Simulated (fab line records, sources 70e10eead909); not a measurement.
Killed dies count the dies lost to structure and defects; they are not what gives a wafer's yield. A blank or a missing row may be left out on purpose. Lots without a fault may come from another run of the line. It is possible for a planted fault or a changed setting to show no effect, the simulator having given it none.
fab line records	flow nand_harc	part 1 of 2: steps 1 to 4 of 6
[record] lots = 23	wafers = 69	last_day = 34
route steps=1302 shown A_STAIRCASE@850 A_SGD_CUT@906 A_WL_FILL@957
lots that met no fault: from a run of the same line without faults
start_h: hours from the record's first day to the start of the lot's first wafer shown	wait_h: hours from the lot's prior step to this one	" repeats the value in the row above	L1.1+2: several wafers, shown together as one row	- no value, or no start given	* or withheld: withheld	< > ~ a bound
route shown NAME@n: names a module that has steps shown in the file, with the first one's number in the route	usual: mean and standard deviation over wafers with no fault	same: alike in all rows	chamber/n: place in a boat	sites: per-site readings	_std_site: the values' standard deviation	_edge_site: inner sites' mean taken away from outer sites' mean	radius_mm: for every site, how far away it sits from the centre of the wafer	mask NAME#n: copy n	behind: the tool/chamber that last shaped the wafer	hold: cause of the lot's hold/its duration in hours/its outcome	device: names the non-switching transistor (n, p or np)	end of line: tests run on the same wafers once the route is complete	a step without rows: its recipe alone	killed: at the first sort, the dies lost to defects and structure; wafer yield is something else	map: the dies of a wafer, with x for killed, . for not killed, _ for no die there
set.NAME: the setting the step ran with; set.NAME@STEP: the setting that earlier step ran with	model.NAME: the simulator's own value behind a step, which no gauge read
a sample of lots followed through the steps of the route, with each step as a table and each wafer as a row
services: when a tool's chamber went out of use (start_h, in hours from the record's first day, below 0 if earlier), for how many hours, and the reason
[[steps]]
[step NHARC_A_STAIRCASE_DEP_151]
[recipe] target_thk_a = 72000	temp_c = 400	target_thk_nm = 7200	teos_flow_sccm = 200	rf_w = 500	material = SiO2
[usual] heater_power_w = 686/130
lot.wafer	tool	chamber	start_h	wait_h	heater_power_w
L074.3	pecvd-02	0	398.80	0.4	857
L074.5	"	0	"	"	714
L074.6	"	1	"	"	681
L075.2	pecvd-03	2	413.99	0.5	1027
L075.5	"	2	"	"	875
L075.6	"	0	"	"	597
L076.2	pecvd-04	1	413.99	0.5	756
L076.3	"	2	"	"	692
L076.6	"	1	"	"	616
L077.2	pecvd-02	2	424.97	0.4	593
L077.6	"	0	"	"	703
L077.5	"	1	"	"	668
L078.1	pecvd-04	0	437.03	0.4	646
L078.6	"	0	"	"	520
L078.4	"	1	"	"	605
L079.1	pecvd-02	1	437.13	0.5	752
L079.3	"	2	"	"	602
L079.5	"	2	"	"	536
L080.2	pecvd-04	0	464.60	0.4	538
L080.1	"	1	"	"	730
L080.3	"	2	"	"	788
L081.1	pecvd-03	0	474.37	0.5	727
L081.3	"	1	"	"	709
L081.6	"	2	"	"	883
L082.2	pecvd-02	0	479.70	0.4	757
L082.4	"	0	"	"	715
L082.6	"	2	"	"	541
L083.2	pecvd-03	2	483.16	0.5	910
L083.5	"	2	"	"	887
L083.4	"	0	"	"	615
L084.2	pecvd-02	1	498.80	0.4	817
L084.1	"	2	"	"	522
L084.4	"	2	"	"	538
L086.2	pecvd-04	0	498.89	0.5	592
L086.5	"	2	"	"	661
L086.4	"	0	"	"	520
L085.3	pecvd-03	0	498.91	0.5	703
L085.2	"	1	"	"	603
L085.4	"	2	"	"	894
L087.1	pecvd-03	2	535.89	0.4	1055
L087.2	"	0	"	"	742
L087.3	"	1	"	"	645
L089.2	pecvd-04	0	539.97	0.4	671
L089.1	"	2	"	"	674
L089.5	"	2	"	"	680
L088.2	pecvd-02	2	559.31	0.4	592
L088.1	"	0	"	"	861
L088.3	"	1	"	"	830
L090.2	pecvd-02	0	564.11	0.4	754
L090.6	"	1	"	"	662
L090.5	"	2	"	"	541
L091.1	pecvd-02	0	573.10	0.4	847
L091.3	"	2	"	"	652
L091.5	"	0	"	"	707
L093.2	pecvd-03	0	573.20	0.5	652
L093.3	"	1	"	"	540
L093.5	"	2	"	"	824
L092.1	pecvd-04	2	586.85	0.4	811
L092.4	"	2	"	"	668
L092.6	"	0	"	"	526
L095.1	pecvd-02	0	603.15	0.5	894
L095.4	"	2	"	"	511
L095.5	"	1	"	"	661
L097.3	pecvd-03	2	626.44	0.4	954
L097.6	"	2	"	"	827
L097.4	"	0	"	"	549
L096.3	pecvd-02	0	660.99	0.5	915
L096.2	"	1	"	"	791
L096.6	"	1	"	"	663
[step NHARC_A_STAIRCASE_STRIP_475]
[recipe] time_s = 20	o2_flow_sccm = 500	ar_flow_sccm = 0	bias_w = 0	chemistry = O2
[usual] drypump_motor_current_A = 5.9/0.5	oes_product_au = 0.998/0.0078	rf_vpp_V = 57.9/0.87	showerhead_plenum_p_Torr = 3.56/0.14	throttle_valve_pct = 17.037/0.0098
lot.wafer	tool	chamber	start_h	wait_h	drypump_motor_current_A	oes_product_au	rf_hours_counter_h	rf_vpp_V	showerhead_plenum_p_Torr	throttle_valve_pct
L074.3	rie_diel-04	3	-	-	6.0	0.997	26	59.2	3.73	17.027
L074.6	"	2	"	"	6.3	1.005	-	56.7	3.62	17.038
L074.5	"	3	"	"	6.0	0.999	-	57.8	3.73	17.050
L075.2	rie_diel-04	2	-	-	6.2	0.996	32	58.3	3.62	17.028
L075.5	"	3	"	"	6.0	0.987	-	58.1	3.72	17.043
L075.6	"	0	"	"	5.3	0.991	-	56.4	3.39	17.032
L076.2	rie_diel-04	0	447.07	0.1	5.3	1.009	28	57.1	3.39	17.037
L076.3	"	2	"	"	6.2	0.993	32	57.3	3.62	17.042
L076.6	"	3	"	"	6.0	1.004	-	57.8	3.72	17.029
L077.2	rie_diel-04	2	457.54	0.2	6.2	0.998	36	57.5	3.61	17.037
L077.6	"	2	"	"	6.2	0.996	-	58.1	3.61	17.042
L077.5	"	3	"	"	6.0	1.005	-	58.2	3.72	17.044
L078.4	rie_diel-12	0	-	-	5.0	0.994	7	59.0	3.43	17.037
L078.1	"	1	"	"	5.5	1.002	6	59.2	3.59	17.027
L078.6	"	0	"	"	5.0	1.012	-	57.7	3.43	17.042
L079.3	rie_diel-11	3	-	-	5.0	0.992	15	58.7	3.48	17.036
L079.1	"	0	"	"	6.4	1.003	13	58.2	3.62	17.026
L079.5	"	3	"	"	5.0	0.988	-	58.0	3.48	17.031
L080.1	rie_diel-12	3	-	-	6.1	0.989	14	57.3	3.42	17.018
L080.2	"	0	"	"	5.0	0.998	13	57.2	3.43	17.038
L080.3	"	2	"	"	5.4	0.985	14	58.5	3.61	17.032
L081.3	rie_diel-11	2	-	-	6.1	1.011	29	58.1	3.60	17.030
L081.1	"	0	"	"	6.3	0.989	21	59.6	3.62	17.020
L081.6	"	3	"	"	5.0	0.996	-	57.2	3.48	17.055
L083.4	rie_diel-04	3	-	-	6.0	0.993	58	59.0	3.71	17.046
L083.2	"	1	"	"	6.6	1.003	32	55.9	3.28	17.027
L083.5	"	2	"	"	6.2	0.990	-	57.8	3.60	17.043
L082.4	rie_diel-04	2	-	-	6.2	0.993	57	57.5	3.60	17.032
L082.2	"	0	"	"	5.3	1.002	47	57.6	3.38	17.042
L082.6	"	2	"	"	6.2	0.999	-	56.0	3.60	17.056
L085.3	rie_diel-04	3	-	-	6.0	0.998	64	58.5	3.71	17.026
L085.4	"	0	"	"	5.3	0.988	52	57.9	3.38	17.054
L085.2	"	2	"	"	6.2	0.985	64	58.8	3.60	17.048
L086.4	rie_diel-04	2	-	-	6.2	0.994	64	58.2	3.60	17.031
L086.2	"	0	"	"	5.3	0.998	52	57.7	3.38	17.016
L086.5	"	3	"	"	6.0	1.003	-	59.9	3.71	17.042
L084.1	rie_diel-04	2	-	-	6.3	1.001	65	58.2	3.60	17.032
L084.2	"	3	"	"	6.0	1.001	65	59.1	3.71	17.043
L084.4	"	1	"	"	6.6	0.998	37	55.6	3.27	17.034
L089.1	rie_diel-12	0	-	-	5.0	1.003	37	57.9	3.41	17.027
L089.2	"	1	"	"	5.5	0.996	32	57.9	3.58	17.031
L089.5	"	0	"	"	5.0	1.005	-	59.1	3.41	17.030
L087.2	rie_diel-12	2	-	-	5.4	0.976	34	58.0	3.60	17.024
L087.1	"	3	"	"	6.1	1.001	36	59.2	3.40	17.021
L087.3	"	0	"	"	5.0	0.998	37	57.0	3.41	17.040
L090.2	rie_diel-04	1	-	-	6.6	0.995	11	59.4	3.80	17.021
L090.6	"	0	"	"	5.3	0.994	-	55.8	3.37	17.043
L090.5	"	1	"	"	6.6	0.989	-	59.1	3.80	17.036
L088.3	rie_diel-11	1	-	-	6.2	1.010	63	57.9	3.63	17.049
L088.1	"	3	"	"	5.0	0.994	52	58.0	3.46	17.019
L088.2	"	0	"	"	6.3	1.005	60	58.1	3.60	17.048
L093.3	rie_diel-11	3	-	-	5.0	0.996	56	58.2	3.46	17.041
L093.2	"	1	"	"	6.2	1.007	69	58.6	3.63	17.044
L093.5	"	2	"	"	6.1	1.021	-	57.5	3.58	17.040
L091.1	rie_diel-04	1	-	-	6.6	0.999	16	58.3	3.80	17.033
L091.3	"	3	"	"	6.0	0.994	15	58.6	3.70	17.056
L091.5	"	1	"	"	6.6	1.010	-	58.4	3.80	17.041
L092.1	rie_diel-04	3	623.50	0.2	6.0	0.998	22	57.8	3.69	17.036
L092.4	"	1	"	"	6.6	1.000	-	57.5	3.80	17.028
L092.6	"	3	"	"	6.0	0.992	-	58.1	3.69	17.053
L095.4	rie_diel-04	0	-	-	5.2	0.985	16	56.6	3.37	17.032
L095.1	"	1	"	"	6.6	1.006	31	57.5	3.79	17.041
L095.5	"	0	"	"	5.3	0.996	-	56.3	3.37	17.031
L097.4	rie_diel-04	1	-	-	6.6	1.000	40	57.0	3.78	17.046
L097.3	"	2	"	"	6.2	0.992	42	58.1	3.57	17.026
L097.6	"	1	"	"	6.6	0.994	-	58.6	3.78	17.039
L096.2	rie_diel-11	0	-	-	6.3	1.011	30	59.4	3.58	17.045
L096.3	"	2	"	"	6.1	1.005	29	58.2	3.56	17.042
L096.6	"	0	"	"	6.3	1.016	-	58.0	3.58	17.032
[step NHARC_A_SGD_CUT_ETCH_59]
[recipe] target_depth_a = 2600	over_etch_frac = 0.25	time_s = 406.25	ion_energy_ev = 200	n2_flow_sccm = 150	h2_flow_sccm = 150	ar_flow_sccm = 0	rf_w = 400	bias_w = 150	chemistry = N2/H2
[usual] drypump_motor_current_A = 5.88/0.28	oes_product_au = 1.001/0.0075	rf_vpp_V = 430.4/2.1	showerhead_plenum_p_Torr = 2.04/0.068	throttle_valve_pct = 14.171/0.0089
lot.wafer	tool	chamber	start_h	wait_h	drypump_motor_current_A	oes_product_au	rf_hours_counter_h	rf_vpp_V	showerhead_plenum_p_Torr	throttle_valve_pct
L074.3	rie_diel-02	0	-	-	5.54	1.002	3	431.5	2.05	14.183
L074.5	"	1	"	"	5.72	1.015	-	427.8	1.93	14.174
L074.6	"	2	"	"	5.94	1.012	-	430.2	2.05	14.162
L075.2	rie_diel-05	1	-	-	6.21	0.978	1	427.6	1.93	14.181
L075.6	"	0	"	"	5.74	0.984	-	432.4	2.16	14.171
L075.5	"	1	"	"	6.21	0.985	-	427.6	1.93	14.176
L076.2	rie_diel-02	3	-	-	5.78	1.001	4	431.8	2.09	14.186
L076.3	"	1	"	"	5.70	1.000	4	426.6	1.93	14.165
L076.6	"	3	"	"	5.78	0.996	-	430.9	2.09	14.173
L077.2	rie_diel-01	1	-	-	5.82	1.011	5	428.3	1.95	14.174
L077.6	"	3	"	"	6.25	1.003	-	430.6	2.03	14.184
L077.5	"	0	"	"	5.74	1.007	-	429.5	2.05	14.176
L078.1	rie_diel-02	2	-	-	5.96	1.006	6	431.4	2.05	14.182
L078.4	"	0	"	"	5.50	1.012	7	430.9	2.05	14.173
L078.6	"	3	"	"	5.79	0.996	-	432.6	2.09	14.183
L079.3	rie_diel-01	3	-	-	6.30	1.005	6	429.7	2.03	14.167
L079.1	"	0	"	"	5.76	1.012	6	429.5	2.05	14.155
L079.5	"	3	"	"	6.27	1.005	-	430.5	2.03	14.163
L080.3	rie_diel-05	0	-	-	5.73	0.995	4	434.8	2.16	14.182
L080.1	"	1	"	"	6.20	0.986	4	427.9	1.93	14.175
L080.2	"	2	"	"	6.16	1.005	4	427.3	1.97	14.177
L081.1	rie_diel-02	3	-	-	5.78	1.009	10	430.2	2.08	14.154
L081.3	"	0	"	"	5.52	1.010	9	429.3	2.05	14.179
L081.6	"	3	"	"	5.79	1.015	-	431.7	2.08	14.174
L083.2	rie_diel-02	3	-	-	5.77	0.994	11	430.4	2.08	14.189
L083.4	"	1	"	"	5.74	0.991	10	429.1	1.93	14.175
L083.5	"	2	"	"	5.96	0.997	-	430.0	2.05	14.163
L082.2	rie_diel-01	2	-	-	6.30	1.008	8	433.5	2.13	14.154
L082.4	"	0	"	"	5.77	1.005	8	429.8	2.05	14.175
L082.6	"	3	"	"	6.25	0.996	-	430.9	2.03	14.165
L085.3	rie_diel-02	2	-	-	5.94	1.015	12	431.4	2.05	14.161
L085.2	"	3	"	"	5.78	0.993	12	432.5	2.08	14.165
L085.4	"	0	"	"	5.50	1.004	11	430.0	2.05	14.186
L086.2	rie_diel-05	3	-	-	5.21	0.993	6	428.4	2.02	14.173
L086.4	"	2	"	"	6.14	1.003	6	428.8	1.96	14.167
L086.5	"	3	"	"	5.20	0.986	-	430.3	2.02	14.169
L084.1	rie_diel-01	1	-	-	5.82	1.009	10	428.9	1.95	14.176
L084.4	"	2	"	"	6.28	1.000	10	433.8	2.13	14.164
L084.2	"	0	"	"	5.74	1.007	10	430.5	2.05	14.172
L089.2	rie_diel-01	2	-	-	6.26	0.999	0	432.5	2.13	14.190
L089.1	"	0	"	"	5.74	0.988	0	431.8	2.05	14.167
L089.5	"	3	"	"	6.27	0.999	-	429.7	2.03	14.175
L087.3	rie_diel-05	3	-	-	5.21	0.983	8	429.7	2.02	14.173
L087.1	"	0	"	"	5.75	0.994	8	434.6	2.16	14.153
L087.2	"	1	"	"	6.20	0.991	7	426.0	1.93	14.188
L090.2	rie_diel-01	0	-	-	5.77	1.010	2	429.5	2.05	14.179
L090.5	"	2	"	"	6.24	1.006	-	434.4	2.13	14.176
L090.6	"	3	"	"	6.27	1.017	-	431.3	2.02	14.156
L088.3	rie_diel-02	2	-	-	5.96	1.001	1	431.0	2.05	14.164
L088.1	"	3	"	"	5.76	0.999	1	432.6	2.08	14.167
L088.2	"	0	"	"	5.51	0.993	1	430.4	2.05	14.178
L093.2	rie_diel-01	3	-	-	6.27	0.996	3	429.4	2.02	14.168
L093.3	"	0	"	"	5.75	0.999	3	430.2	2.05	14.170
L093.5	"	2	"	"	6.31	1.002	-	434.0	2.13	14.162
L091.1	rie_diel-02	2	-	-	5.96	1.004	2	431.0	2.05	14.171
L091.3	"	0	"	"	5.54	0.996	2	431.6	2.05	14.172
L091.5	"	2	"	"	5.94	0.985	-	431.8	2.05	14.176
L092.4	rie_diel-02	2	-	-	6.00	0.999	4	430.3	2.05	14.177
L092.1	"	1	"	"	5.73	0.993	4	427.7	1.93	14.183
L092.6	"	2	"	"	5.98	1.006	-	431.6	2.05	14.165
L095.4	rie_diel-02	0	-	-	5.52	1.007	5	429.5	2.04	14.166
L095.1	"	1	"	"	5.70	1.003	5	428.3	1.93	14.175
L095.5	"	0	"	"	5.51	1.001	-	433.0	2.04	14.176
L097.4	rie_diel-01	0	-	-	5.73	1.002	6	429.5	2.05	14.157
L097.3	"	1	"	"	5.83	1.001	7	427.7	1.94	14.178
L097.6	"	1	"	"	5.83	1.000	-	427.2	1.94	14.184
L096.2	rie_diel-02	0	-	-	5.53	1.006	9	430.7	2.04	14.170
L096.3	"	1	"	"	5.70	0.995	10	426.5	1.92	14.164
L096.6	"	2	"	"	5.94	1.018	-	430.8	2.05	14.171
[step NHARC_A_SGD_CUT_STRIP_17]
[recipe] o2_flow_sccm = 500	ar_flow_sccm = 0	bias_w = 0	chemistry = O2
[usual] drypump_motor_current_A = 5.88/0.3	oes_product_au = 1.000/0.007	rf_vpp_V = 57.7/0.88	showerhead_plenum_p_Torr = 3.52/0.1	throttle_valve_pct = 17.037/0.0094
lot.wafer	tool	chamber	start_h	wait_h	drypump_motor_current_A	oes_product_au	rf_hours_counter_h	rf_vpp_V	showerhead_plenum_p_Torr	throttle_valve_pct
L074.3	rie_diel-02	3	-	-	5.79	1.013	3	58.6	3.60	17.033
L074.6	"	3	"	"	5.80	1.007	-	58.0	3.60	17.033
L074.5	"	0	"	"	5.53	1.004	-	56.3	3.54	17.031
L075.2	rie_diel-05	1	-	-	6.22	0.998	1	57.0	3.35	17.039
L075.5	"	3	"	"	5.23	1.006	-	56.3	3.50	17.038
L075.6	"	0	"	"	5.72	0.996	-	58.6	3.72	17.045
L076.3	rie_diel-02	1	-	-	5.70	1.009	4	56.3	3.36	17.035
L076.2	"	2	"	"	5.96	1.014	4	58.8	3.55	17.028
L076.6	"	3	"	"	5.78	0.998	-	56.9	3.60	17.023
L077.2	rie_diel-01	1	-	-	5.84	0.996	5	58.1	3.38	17.035
L077.6	"	2	"	"	6.28	1.003	-	58.9	3.68	17.020
L077.5	"	3	"	"	6.31	1.000	-	58.5	3.51	17.037
L078.1	rie_diel-02	1	-	-	5.71	1.002	6	58.8	3.36	17.042
L078.4	"	3	"	"	5.78	0.999	7	59.8	3.60	17.042
L078.6	"	2	"	"	5.98	1.008	-	57.4	3.55	17.036
L079.3	rie_diel-01	0	-	-	5.72	0.996	6	57.0	3.55	17.049
L079.1	"	1	"	"	5.83	1.007	6	57.2	3.38	17.028
L079.5	"	3	"	"	6.27	1.005	-	57.7	3.51	17.037
L080.2	rie_diel-05	3	-	-	5.23	0.990	4	58.2	3.50	17.028
L080.3	"	0	"	"	5.70	0.992	4	57.9	3.72	17.030
L080.1	"	1	"	"	6.24	0.987	4	56.9	3.35	17.032
L081.3	rie_diel-02	1	-	-	5.70	1.016	9	56.6	3.35	17.051
L081.1	"	2	"	"	6.00	1.008	10	57.6	3.55	17.033
L081.6	"	1	"	"	5.68	1.006	-	57.3	3.35	17.040
L083.4	rie_diel-02	3	-	-	5.78	1.000	11	57.1	3.60	17.038
L083.2	"	0	"	"	5.52	1.007	10	58.9	3.54	17.043
L083.5	"	0	"	"	5.52	0.995	-	58.1	3.54	17.036
L082.4	rie_diel-01	2	-	-	6.29	0.996	9	56.4	3.68	17.028
L082.2	"	3	"	"	6.29	0.989	9	57.3	3.51	17.045
L082.6	"	3	"	"	6.29	1.000	-	58.0	3.51	17.025
L085.4	rie_diel-02	1	-	-	5.72	0.995	11	56.4	3.35	17.047
L085.2	"	2	"	"	5.96	1.001	12	59.1	3.55	17.023
L085.3	"	3	"	"	5.79	1.003	13	56.8	3.60	17.037
L086.2	rie_diel-05	2	-	-	6.14	0.999	6	57.4	3.41	17.032
L086.4	"	3	"	"	5.18	0.994	6	58.3	3.50	17.028
L086.5	"	2	"	"	6.15	1.003	-	57.4	3.41	17.029
L084.2	rie_diel-01	3	-	-	6.26	1.003	11	58.5	3.51	17.017
L084.4	"	1	"	"	5.81	1.001	10	57.7	3.38	17.053
L084.1	"	2	"	"	6.35	1.001	10	58.6	3.67	17.025
L089.2	rie_diel-01	3	-	-	6.28	1.008	1	57.5	3.51	17.041
L089.1	"	0	"	"	5.79	0.999	0	57.7	3.54	17.048
L089.5	"	3	"	"	6.30	1.005	-	57.8	3.51	17.041
L087.1	rie_diel-05	1	-	-	6.22	0.987	7	57.0	3.35	17.028
L087.3	"	2	"	"	6.13	1.005	8	56.5	3.41	17.024
L087.2	"	0	"	"	5.77	1.009	8	58.5	3.72	17.015
L090.2	rie_diel-01	2	-	-	6.31	0.987	2	57.1	3.67	17.048
L090.5	"	2	"	"	6.32	1.005	-	59.1	3.67	17.035
L090.6	"	3	"	"	6.27	1.012	-	58.5	3.50	17.023
L088.2	rie_diel-02	1	-	-	5.74	1.013	2	58.6	3.35	17.047
L088.1	"	3	"	"	5.80	1.015	1	58.2	3.60	17.028
L088.3	"	0	"	"	5.50	1.007	1	57.4	3.54	17.043
L093.2	rie_diel-01	1	-	-	5.85	0.988	4	56.0	3.38	17.046
L093.3	"	2	"	"	6.30	1.000	4	58.2	3.67	17.021
L093.5	"	1	"	"	5.84	0.989	-	56.6	3.38	17.038
L091.1	rie_diel-02	0	-	-	5.52	0.992	2	58.2	3.54	17.033
L091.3	"	1	"	"	5.73	0.992	2	58.6	3.35	17.056
L091.5	"	3	"	"	5.78	0.994	-	58.9	3.59	17.039
L092.1	rie_diel-02	3	-	-	5.80	1.011	3	58.0	3.59	17.030
L092.4	"	1	"	"	5.73	1.006	4	56.8	3.35	17.032
L092.6	"	3	"	"	5.79	1.010	-	58.6	3.59	17.038
L095.4	rie_diel-02	3	-	-	5.79	1.005	6	58.7	3.59	17.028
L095.1	"	1	"	"	5.75	1.003	5	57.6	3.35	17.032
L095.5	"	0	"	"	5.51	0.994	-	58.2	3.54	17.058
L097.4	rie_diel-01	1	-	-	5.85	1.000	7	58.1	3.38	17.027
L097.3	"	3	"	"	6.30	0.988	6	59.4	3.50	17.039
L097.6	"	1	"	"	5.83	1.001	-	57.7	3.38	17.018
L096.3	rie_diel-02	2	-	-	5.95	1.008	10	58.1	3.54	17.025
L096.2	"	3	"	"	5.79	1.003	9	58.7	3.59	17.031
L096.6	"	2	"	"	5.96	1.006	-	57.8	3.54	17.022
